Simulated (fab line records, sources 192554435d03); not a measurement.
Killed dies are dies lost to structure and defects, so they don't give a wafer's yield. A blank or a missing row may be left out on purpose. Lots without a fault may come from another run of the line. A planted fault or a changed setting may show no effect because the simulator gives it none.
A struck lot beside a sound one | flow n5_finfet | 15 steps out of a route of 1938
Sound: wafers L628.1, L628.4, L628.5. Struck: wafers L637.2, L637.6. (L637.1 of the same lot was not struck and is left out.) The cause comes at the end.
At each step with rows: each side's tool, then ch and its chambers, then its first start. Under that, the readings that differ: sound wafers | struck wafers | difference of the means | sigmas: that difference in standard deviations of wafers without a fault.
alike: readings whose means differ by less than 2 such deviations, and words and numbers that are the same on both sides. not compared: withheld readings, readings that some wafer has no value for, bounds like >300 that may hide the same value, and numbers for which the record gives no deviation and whose values overlap.
The two part at a step that has a row with sigmas, a row that says differs or no value, or rows on one side only. Numbers that don't overlap but have no deviation are shown without sigmas and don't part them. A reading that every wafer of one side lacks parts them only if that side has two wafers or more.

first, 2 steps without rows for these wafers: N5_BEOL_M1_SPUTTER_92 (material Cu, target thk 4.5 nm, time 8.29 s); N5_BEOL_M1_ANNEAL_93 (time 240 s).
N5_BEOL_M1_SPUTTER_94: material Cu, target thk 4.5 nm, time 8.29 s.
  sound on pvd_sputter-01, day 8 00:38; struck on pvd_sputter-02, day 10 01:47
  alike: throttle_valve_pct
N5_BEOL_M1_ANNEAL_95: time 240 s.
  sound on pvd_sputter-01, day 8 00:48; struck on pvd_sputter-02, day 10 01:52
  alike: heater_power_w
N5_BEOL_M1_SPUTTER_96: material Cu, target thk 4.5 nm, time 8.29 s.
  sound on pvd_sputter-01, day 8 01:05; struck on pvd_sputter-02, day 10 02:01
  alike: throttle_valve_pct
then, 1 step without rows for these wafers: N5_BEOL_M1_ECD_50 (material Cu, target thk 300 nm).
N5_BEOL_M1_ANNEAL_51: time 90 s.
  sound on rtp_anneal-02 ch 0, day 8 01:22; struck on rtp_anneal-02 ch 0, day 10 02:13
  alike: wafer_temp_C_max
then, 1 step without rows for these wafers: N5_BEOL_M1_CMP_52 (polishes, stops on SiOC, t overpolish 6.8 s, target thk 40 nm).
N5_BEOL_M1_THK_MEAS_53: measures by xrf.
  sound on film_metro-01, day 8 01:58; struck on film_metro-02, day 10 02:48
  alike: M1_THK
N5_BEOL_M1_PRE_CLEAN_60: time 15 s.
  sound on cvd_co-01 ch 0,1, day 8 02:00; struck on cvd_co-02 ch 0,2, day 10 02:50
  alike: heater_power_w
then, 2 steps without rows for these wafers: N5_BEOL_M1_CO_CAP_55 (material Co, precursor CCTBA/H2, target thk 2 nm, time 102.1 s); N5_BEOL_M1_PRE_CLEAN_56 (time 15 s).
N5_BEOL_M1_DEP_57: deposits SiCN from 3MS/NH3, target thk 8 nm, time 14 s.
  sound on pecvd-02 ch 0,2, day 8 02:09; struck on pecvd-02 ch 0,1, day 10 03:00
  reading                                  | sound   | struck | difference | sigmas
  model.SiCN_of_BEOL_M1_DEP_57.thk_nm (nm) | 7.8 8 8 | 14 14  | +6         |
  alike: showerhead_plenum_p_Torr, throttle_valve_pct
N5_BEOL_M1_RS_MEAS_58: measures by four-point-probe.
  sound on film_metro-01, day 8 02:13; struck on film_metro-02, day 10 03:05
  alike: M1_RS
N5_BEOL_M4_RC_MEAS_101:
  sound on prober-02 ch 0, day 10 00:08; struck on prober-01 ch 0, day 12 01:20
  alike: DIBL_N, DIBL_P, IOFF_N, IOFF_P, ION_N, ION_P, SS_N, SS_P, VT_N, VT_P

WHERE THEY PART
Nowhere in this record.

WHY: what the simulator had put in
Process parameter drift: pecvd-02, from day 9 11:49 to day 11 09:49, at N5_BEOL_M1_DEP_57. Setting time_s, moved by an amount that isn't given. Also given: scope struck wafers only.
